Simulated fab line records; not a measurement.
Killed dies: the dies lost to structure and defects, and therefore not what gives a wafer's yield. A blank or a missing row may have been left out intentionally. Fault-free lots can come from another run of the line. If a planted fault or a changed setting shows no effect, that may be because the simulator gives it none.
Problem report, 8D (eight disciplines) form, completed by code / flow n5Finfet / the parts of the form that need people (team, actions taken, sign-off) are left out

## 1. WHAT IS WRONG
At N5_BEOL_M2_ETCH_69, etchRfOnTimeS averages 17.5 s over 3 wafers from 3 lots, while fault-free wafers read 25.8 s, standard deviation 0.67. Relative to the usual mean, that is a shift of -12 standard deviations.
The step: etches SiARC in CF4, target depth 15.6 nm, time 26 s.
Seen first at day 11 04:08 on rieDiel-06, wafer L170.5. At this step, 28 wafers from 11 lots have a number in the record. The rule behind "out" and "out of limits": a value lying over 4 standard deviations away from the usual mean. The rest of the wafers with a number are treated as sound.

## 2. WHAT IT IS; WHAT IT IS NOT
question=which readings at this step | is=etchRfOnTimeS | is not=drypumpMotorCurrentA, rfVppV, showerheadPlenumPTorr, throttleValvePct
question=which lots | is=L170, L171, L173 | is not=L155, L156, L158, L160, L162, L163, L164, L165
question=which wafers of those lots | is=L170.5, L171.5, L173.6 | is not=L170.1, L171.2, L173.2
question=read on which tools | is=rieDiel-06 | is not=rieDiel-04
question=when | is=from day 11 04:08 | is not=up to then (23 sound wafers); but 2 sound wafers of L171, L173 came after

## 3. WHAT RULES OUT EACH SUSPECT
Counting: if a tool at a process step up to the reading ran every lot that is out, it stays a suspect. Sound lots after the first of them don't rule it out here, since some wafers of a struck lot are sound.
- pvdSputter-03 at N5_BEOL_M2_HM_DEP_02 (deposits TiN, target thk 20 nm): kept. It processed each lot that is out (first: L170, day 11 02:23); up to then, its last sound lot is L163 (day 9 09:21).
- rieDiel-06 at N5_BEOL_M2_ETCH_69 (etches SiARC in CF4, target depth 15.6 nm, time 26 s): kept. It processed each lot that is out (first: L170, day 11 04:08); up to then, its last sound lot is L163 (day 9 11:02). On those wafers its own readings are out: etchRfOnTimeS.
After counting, pvdSputter-03 at N5_BEOL_M2_HM_DEP_02 and rieDiel-06 at N5_BEOL_M2_ETCH_69 remain.

## 4. THE CAUSE (what the simulator had put in)
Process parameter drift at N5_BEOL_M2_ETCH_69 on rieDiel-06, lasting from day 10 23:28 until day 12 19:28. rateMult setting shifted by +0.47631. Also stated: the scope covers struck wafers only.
Counting leaves 2 suspects; this tool is one of them.

## 5. THE EFFECT CHAIN, in route order
Rows list readings where the struck wafers' mean (over those with a number) sits beyond 3 standard deviations from the usual. Readings are gone through only where the record gives a usual standard deviation; hours: the median, over the lots, of the time from a lot's start at the first step in this table giving one to that lot's start at this step; sigmas: the change measured in usual standard deviations.
hours=0; step=N5_BEOL_M2_ETCH_69; reading=etchRfOnTimeS; usual=25.8 s; on struck wafers=17.5; change=-8.3; sigmas=-12
Its process steps:
- N5_BEOL_M2_ETCH_69: etches SiARC in CF4, target depth 15.6 nm, time 26 s.
Later steps that measure or inspect, where all struck wafers having a row at the step show a number for every such reading and not one has moved that far: N5_BEOL_M2_OCD_MEAS_38, N5_BEOL_M4_RC_MEAS_101.

## 6. HOW IT WOULD HAVE BEEN CAUGHT EARLIER
In this record no reading fell out of limits until day 11 04:08, 5 hours after the fault had begun at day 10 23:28.
